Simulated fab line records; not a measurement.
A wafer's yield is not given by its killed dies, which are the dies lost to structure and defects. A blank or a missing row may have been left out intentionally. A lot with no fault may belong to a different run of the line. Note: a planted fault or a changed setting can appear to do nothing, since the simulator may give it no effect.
fab line records	flow nand_harc
record: lots: 6	wafers: 15	last_day: 33
route steps=1302 shown A_BLC@1133 A_M0@1137 END@1302
lots that met no fault: taken from a fault-free run of the same line
start_h: hours from the record's opening day to when the first of the lot's shown wafers began	wait_h: how many hours have passed since the lot's step before this one	" same as the row above	L1.1+2: several wafers, shown together as one row	- value missing, or start not given	* or withheld: withheld	< > ~ a bound
route shown NAME@n: a module of which the file shows steps, and the number in the route of the first	usual: the fault-free wafers' mean and standard deviation	same: alike in all rows	chamber/n: place in a boat	sites: readings site by site	_std_site: standard deviation across them	_edge_site: mean of outer sites minus mean of inner sites	radius_mm: how far each site lies from the wafer's centre	mask NAME#n: copy n	behind: tool/chamber where the wafer was last shaped	hold: why the lot was held/for how many hours/how that ended	device: which transistor (n, p or np) failed to switch	end of line: tests of these same wafers at the route's end	a step without rows: its recipe alone	killed: dies that structure and defects cost at the first sort, which is not the same as the wafer's yield	map: the dies of a wafer, with x for killed, . for not killed, _ for no die there
set.NAME: the setting the step ran with; set.NAME@STEP: the setting that earlier step ran with	model.NAME: the simulator's own value behind a step, which no gauge read
certain route steps with their lots: each step a table, each wafer a row
services: when a tool's chamber went out of use (start_h, in hours from the record's first day, below 0 if earlier), for how many hours, and the reason
== steps ==
step: NHARC_A_BLC_CMP_25
recipe: t_overpolish_s: 30	target_thk_nm: 150
usual: motor_current_A: 12.2/1.3	overpolish_run_s: 30.000/0.0094	time_to_endpoint_s: 30.3/2.4
lot.wafer	tool	chamber	start_h	wait_h	motor_current_A	overpolish_run_s	time_to_endpoint_s
L973.4	cmp-03	0	531.45	0.3	13.9	29.983	31.6
L973.3	"	3	"	"	13.6	30.006	29.5
L973.5	"	0	"	"	13.9	30.007	31.2
L977.1	cmp-01	0	563.81	0.8	13.4	29.989	27.1
L977.4	"	2	"	"	12.2	30.009	31.2
L977.5	"	1	"	"	13.1	30.011	28.8
L986.4	cmp-03	1	657.20	0.3	10.0	30.008	31.1
L989.4	cmp-01	2	672.60	0.3	11.6	30.000	26.6
L989.5	"	1	"	"	13.0	30.005	26.6
L992.4	cmp-02	0	704.27	0.2	13.2	30.014	28.8
L992.1	"	2	"	"	13.1	29.991	25.9
L992.6	"	1	"	"	12.1	29.982	23.0
L995.2	cmp-01	2	744.45	0.5	12.3	29.982	29.6
L995.6	"	0	"	"	13.1	30.005	26.3
L995.5	"	1	"	"	12.4	30.010	28.9
step: NHARC_A_BLC_SRD_27
step: NHARC_A_BLC_INSPECT_28
usual: raw_defect_count: 492/140
lot.wafer	tool	chamber	start_h	wait_h	raw_defect_count
L973.3	defect_inspect-02	-	531.85	0.1	438
L973.4	"	-	"	"	581
L973.5	"	-	"	"	596
L977.1	defect_inspect-02	-	564.21	0.1	372
L977.4	"	-	"	"	402
L977.5	"	-	"	"	400
L986.4	defect_inspect-01	-	657.58	0.1	443
L989.4	defect_inspect-02	-	672.98	0.1	461
L989.5	"	-	"	"	486
L992.1	defect_inspect-01	-	704.67	0.1	463
L992.4	"	-	"	"	511
L992.6	"	-	"	"	716
L995.2	defect_inspect-02	-	744.80	0.1	681
L995.5	"	-	"	"	584
L995.6	"	-	"	"	548
step: NHARC_A_M0_DEP_00
recipe: target_thk_a: 1500	target_thk_nm: 150	temp_c: withheld	pressure_torr: 5	flow_sccm: 200	rf_w: 600	material: SiOC
step: NHARC_A_M0_DEHYDRATE_01
recipe: temp_c: 150	time_s: 120
step: NHARC_A_M0_HMDS_02
recipe: time_s: 30
step: NHARC_A_M0_COAT_33
recipe: temp_c: 200	time_s: 65
step: NHARC_A_M0_COAT_03
recipe: spin_rpm: 1500	resist_thk_nm: 90
step: NHARC_A_M0_SOFTBAKE_04
recipe: temp_c: 105	time_s: 55
step: NHARC_A_M0_EBR_05
step: NHARC_A_M0_EXPOSE_06
recipe: na: 1.35	target_cd_nm: 80	dose_mj: 83.25	mask_id: A_M0
step: NHARC_A_M0_PEB_07
recipe: peb_temp_c: 100	peb_time_s: 65
usual: exhaust_pa: 45.2/0.86	plate_temp_C: 100.00/0.12
lot.wafer	tool	chamber	start_h	wait_h	exhaust_pa	plate_temp_C
L973.3	litho_track-01	0	532.68	0.0	45.0	99.98
L973.4	"	0	"	"	44.5	99.84
L973.5	"	0	"	"	44.7	100.04
L977.1	litho_track-06	0	565.03	0.1	45.7	99.90
L977.4	"	0	"	"	45.1	99.88
L977.5	"	0	"	"	45.1	100.07
L986.4	litho_track-06	0	658.40	0.0	45.0	99.39
L989.4	litho_track-06	0	673.80	0.0	44.5	99.42
L989.5	"	0	"	"	44.3	99.37
L992.1	litho_track-04	0	705.38	0.1	44.7	100.05
L992.4	"	0	"	"	42.0	100.06
L992.6	"	0	"	"	44.0	100.22
L995.2	litho_track-06	0	745.63	0.1	45.2	99.93
L995.5	"	0	"	"	46.5	100.02
L995.6	"	0	"	"	46.3	99.85
step: NHARC_A_M0_DEVELOP_08
recipe: develop_time_s: 35	dev_temp_c: 23
step: NHARC_A_M0_CD_MEAS_09
recipe: target_cd_nm: 80	landing_energy_ev: 500
usual: cd_nm: 79.9/0.69
lot.wafer	tool	chamber	start_h	wait_h	cd_nm
L973.3	cd_sem-03	0	532.76	-	80.1
L973.4	"	0	"	"	80.5
L973.5	"	0	"	"	80.5
L977.1	cd_sem-02	0	565.11	-	78.3
L977.4	"	0	"	"	79.9
L977.5	"	0	"	"	80.0
L986.4	cd_sem-03	0	658.49	-	78.2
L989.4	cd_sem-03	0	673.89	-	78.9
L989.5	"	0	"	"	76.7
L992.1	cd_sem-02	0	705.46	-	80.8
L992.4	"	0	"	"	80.9
L992.6	"	0	"	"	79.9
L995.2	cd_sem-02	0	745.71	-	79.5
L995.5	"	0	"	"	81.1
L995.6	"	0	"	"	78.8
step: NHARC_A_M0_OVL_MEAS_10
recipe: pitch_nm: 160
usual: overlay_x_nm: -0.1/0.93	overlay_y_nm: -0.1/1
lot.wafer	tool	chamber	start_h	wait_h	overlay_x_nm	overlay_y_nm
L973.3	overlay-01	-	532.84	-	-0.7	0.1
L973.4	"	-	"	"	-0.5	0.9
L973.5	"	-	"	"	-0.4	0.4
L977.1	overlay-02	-	565.20	-	1.5	-1.8
L977.4	"	-	"	"	1.0	-0.9
L977.5	"	-	"	"	0.8	-1.6
L986.4	overlay-01	-	658.57	-	0.0	-0.7
L989.4	overlay-01	-	673.97	-	0.6	-0.2
L989.5	"	-	"	"	0.8	-0.3
L992.1	overlay-02	-	705.54	-	1.1	1.9
L992.4	"	-	"	"	0.6	2.1
L992.6	"	-	"	"	0.5	1.4
L995.2	overlay-01	-	745.80	-	0.5	-0.9
L995.5	"	-	"	"	0.0	-0.6
L995.6	"	-	"	"	0.3	-1.1
step: NHARC_A_M0_INSPECT_11
usual: raw_defect_count: 81/37
lot.wafer	tool	chamber	start_h	wait_h	raw_defect_count
L973.3	defect_inspect-01	-	532.88	0.0	123
L973.4	"	-	"	"	103
L973.5	"	-	"	"	123
L977.1	defect_inspect-01	-	565.23	0.0	63
L977.4	"	-	"	"	75
L977.5	"	-	"	"	63
L986.4	defect_inspect-01	-	658.60	0.0	85
L989.4	defect_inspect-02	-	674.01	0.0	123
L989.5	"	-	"	"	139
L992.1	defect_inspect-01	-	705.58	0.0	32
L992.4	"	-	"	"	33
L992.6	"	-	"	"	34
L995.2	defect_inspect-02	-	745.84	0.0	121
L995.5	"	-	"	"	94
L995.6	"	-	"	"	107
step: NHARC_A_M0_DESCUM_14
recipe: time_s: 3	o2_flow_sccm: 200	ar_flow_sccm: 0	bias_power_w: 0	chemistry: O2
usual: drypump_motor_current_A: 5.7/0.49	oes_product_au: 1.001/0.0086	rf_vpp_V: 57.8/0.95	showerhead_plenum_p_Torr: 1.91/0.078	throttle_valve_pct: 11.311/0.0083
same: bias_power_w: 0
lot.wafer	tool	chamber	start_h	wait_h	drypump_motor_current_A	oes_product_au	rf_hours_counter_h	rf_vpp_V	showerhead_plenum_p_Torr	throttle_valve_pct	model.A_M0.cd_nm
L973.4	rie_diel-09	2	532.95	0.1	6.4	1.014	0.6	57.6	2.00	11.312	80.02
L973.3	"	0	"	"	5.1	1.009	0.5	56.7	1.84	11.294	80.2
L973.5	"	2	"	"	6.4	1.009	-	59.0	2.00	11.301	80.49
L977.4	rie_diel-09	1	565.31	0.1	5.1	0.998	2.8	57.6	2.05	11.309	79.96
L977.1	"	2	"	"	6.4	1.005	1.0	58.7	2.00	11.313	78.52
L977.5	"	0	"	"	5.1	1.006	-	57.5	1.84	11.312	80.06
L986.4	rie_diel-01	1	658.67	0.1	6.5	1.003	4.8	57.1	1.96	11.307	78.11
L989.4	rie_diel-01	0	674.09	0.1	5.5	0.995	4.9	57.7	1.80	11.311	78.31
L989.5	"	1	"	"	6.5	1.006	-	57.4	1.96	11.305	76.44
L992.1	rie_diel-01	0	705.65	0.1	5.5	1.013	7.2	56.3	1.80	11.322	80.53
L992.4	"	2	"	"	5.4	0.996	7.3	57.0	1.89	11.311	79.78
L992.6	"	0	"	"	5.5	1.010	-	57.4	1.80	11.305	79.77
L995.2	rie_diel-02	0	745.92	0.1	5.5	1.006	8.5	57.2	1.78	11.315	79.92
L995.6	"	1	"	"	5.7	0.989	-	57.7	1.88	11.319	78.82
L995.5	"	2	"	"	5.4	1.002	-	56.5	1.86	11.314	80.09
step: NHARC_A_M0_ETCH_34
recipe: target_depth_a: 400	overetch_a: 120	time_s: 43.94	ion_energy_ev: 200	n2_flow_sccm: 150	h2_flow_sccm: 150	ar_flow_sccm: 0	rf_w: 400	bias_w: 150	chemistry: N2/H2
usual: drypump_motor_current_A: 5.7/0.49	oes_product_au: 1.001/0.0084	rf_vpp_V: 430.4/2.3	showerhead_plenum_p_Torr: 2.03/0.088	throttle_valve_pct: 14.172/0.0085
lot.wafer	tool	chamber	start_h	wait_h	drypump_motor_current_A	oes_product_au	rf_hours_counter_h	rf_vpp_V	showerhead_plenum_p_Torr	throttle_valve_pct
L973.4	rie_diel-09	3	533.03	0.1	5.7	1.009	0.5	432.3	2.05	14.174
L973.3	"	1	"	"	5.1	1.008	0.6	435.0	2.19	14.172
L973.5	"	3	"	"	5.7	1.010	-	431.8	2.05	14.176
L977.1	rie_diel-09	1	565.38	0.1	5.1	1.003	2.8	433.4	2.19	14.177
L977.4	"	2	"	"	6.4	1.005	1.0	433.3	2.14	14.172
L977.5	"	1	"	"	5.1	0.991	-	434.4	2.19	14.181
L986.4	rie_diel-01	0	658.75	0.1	5.5	0.999	4.3	426.7	1.92	14.177
L989.4	rie_diel-01	1	674.16	0.1	6.5	0.999	5.3	432.3	2.09	14.161
L989.5	"	3	"	"	6.4	0.991	-	431.3	2.12	14.158
L992.1	rie_diel-01	1	705.74	0.1	6.5	1.005	7.0	432.4	2.09	14.152
L992.4	"	2	"	"	5.4	0.994	7.3	429.2	2.02	14.164
L992.6	"	0	"	"	5.5	1.017	-	427.9	1.92	14.173
L995.2	rie_diel-02	0	745.98	0.1	5.5	1.010	8.5	425.6	1.90	14.173
L995.6	"	0	"	"	5.5	1.004	-	427.4	1.89	14.158
L995.5	"	1	"	"	5.7	0.997	-	429.6	2.00	14.188
step: NHARC_A_M0_ETCH_15
recipe: target_depth_a: 1500	overetch_a: 150	time_s: 82.5	c4f8_flow_sccm: withheld	ar_flow_sccm: 400	rf_w: 600	bias_w: 300	chemistry: C4F8/Ar
usual: oes_product_au: 0.952/0.023	rf_vpp_V: 440.5/2.5
lot.wafer	tool	chamber	start_h	wait_h	oes_product_au	rf_hours_counter_h	rf_vpp_V	model.A_M0.cd_nm
L973.3	rie_diel-09	2	-	-	0.956	0.6	444.4	79.88
L973.4	"	3	"	"	0.945	0.5	441.6	79.45
L973.5	"	3	"	"	0.941	-	439.6	80.05
L977.1	rie_diel-09	2	-	-	0.945	1.1	443.8	78.19
L977.4	"	1	"	"	0.968	2.9	444.6	80.07
L977.5	"	2	"	"	0.943	-	444.7	79.85
L986.4	rie_diel-01	0	-	-	0.918	4.4	437.8	78.24
L989.4	rie_diel-01	3	-	-	0.916	5.2	441.9	77.86
L989.5	"	3	"	"	0.930	-	442.9	76.3
L992.4	rie_diel-01	2	-	-	0.916	7.3	440.7	79.18
L992.1	"	0	"	"	0.937	7.2	436.3	80.22
L992.6	"	3	"	"	0.923	-	442.1	79.92
L995.2	rie_diel-02	2	-	-	0.937	8.6	438.7	79.53
L995.5	"	3	"	"	0.927	-	440.0	80.42
L995.6	"	0	"	"	0.932	-	438.0	78.38
step: NHARC_A_M0_CD_MEAS_16
usual: cd_nm: 79.8/0.8
lot.wafer	tool	chamber	start_h	wait_h	cd_nm
L973.3	cd_sem-01	-	533.25	-	79.9
L973.4	"	-	"	"	79.7
L973.5	"	-	"	"	79.8
L977.1	cd_sem-01	-	565.59	-	78.2
L977.4	"	-	"	"	80.1
L977.5	"	-	"	"	79.9
L986.4	cd_sem-03	-	658.97	-	78.5
L989.4	cd_sem-01	-	674.40	-	77.8
L989.5	"	-	"	"	76.5
L992.1	cd_sem-03	-	705.94	-	79.8
L992.4	"	-	"	"	79.2
L992.6	"	-	"	"	79.8
L995.2	cd_sem-03	-	746.20	-	79.6
L995.5	"	-	"	"	79.9
L995.6	"	-	"	"	78.2
step: NHARC_END_SORT_01
recipe: temp_c: 25
usual: defect_limited_yield: 91.1/2.9	killed_at_array: 55/20	killed_at_other: 0.7/0.96	killed_at_periphery: 4.1/2.4	killed_dies: 60/20	killed_open: 3.3/1.9	killed_short: 2.8/1.6
same: gross_dies: 677
lot.wafer	tool	chamber	start_h	wait_h	defect_limited_yield[%]	killed_at_array	killed_at_other	killed_at_periphery	killed_dies	killed_open	killed_short
L986.4	prober-01	0	700.32	3.4	92.3	45	1	6	52	2	3
killed by level:class
L986.4 A_SLIT:chamber_film_flake=27 A_STAIRCASE:chamber_film_flake=6 A_CHANNEL_HOLE_D1:chamber_film_flake=4 A_WL_FILL:chamber_film_flake=3 P_M0:geometric_particle:open=2 P_M0:geometric_particle:short=1 A_ONON_D2:geometric_particle:short=1 A_WL_FILL:geometric_particle:short=1
== services ==
tool	chamber	start_h	hours	kind
rie_diel-02	1	510.46	5.9	repair
rie_diel-02	3	525.57	4.5	repair
litho_track-06	-	529.00	7.0	pm
rie_diel-09	2	534.82	25.0	repair
rie_diel-01	-	549.16	0.6	repair
rie_diel-01	2	554.53	4.5	repair
rie_diel-01	-	557.77	1.1	repair
cmp-01	-	558.34	4.3	repair
rie_diel-01	-	558.91	9.0	pm
rie_diel-02	-	570.82	9.0	pm
cmp-01	-	580.32	4.0	pm
rie_diel-09	2	591.37	5.3	repair
cmp-01	-	604.33	1.1	repair
cmp-01	-	613.87	1.1	repair
rie_diel-09	-	618.62	2.3	repair
rie_diel-09	1	621.20	2.4	repair
cmp-01	-	640.45	4.2	repair
rie_diel-09	3	665.27	23.8	repair
rie_diel-09	0	670.93	4.0	repair
rie_diel-09	-	674.17	9.0	pm
rie_diel-01	1	676.37	4.0	repair
rie_diel-02	2	693.26	1.9	repair
litho_track-06	-	704.01	7.0	pm
rie_diel-01	-	735.91	9.0	pm
== key ==
first_sign: step: NHARC_A_M0_PEB_07	reading: plate_temp_C	direction: down	sigmas: 4.9	usual: *	struck: *
effect: step: NHARC_A_M0_CD_MEAS_09	reading: cd_nm	direction: down	sigmas: 2.9	usual: 79.9	struck: 77.9
effect: step: NHARC_A_M0_CD_MEAS_16	reading: cd_nm	direction: down	sigmas: 2.7	usual: 79.8	struck: 77.6
model_effect: step: NHARC_A_M0_DESCUM_14	value: A_M0.cd_nm	without: 79.43	struck: 77.62
model_effect: step: NHARC_A_M0_ETCH_15	value: A_M0.cd_nm	without: 79.28	struck: 77.47
met_at NHARC_A_M0_PEB_07
struck_wafers L986.4,L989.4,L989.5
onset_between 565.03 658.40
fault: kind: process_parameter_drift	tool: litho_track-06	chamber: -	onset_h: 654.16	steps: NHARC_A_M0_PEB_07	channel: peb_temp_c	offset: *	shape: step	end_h: 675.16	acts_in: *	stated: *
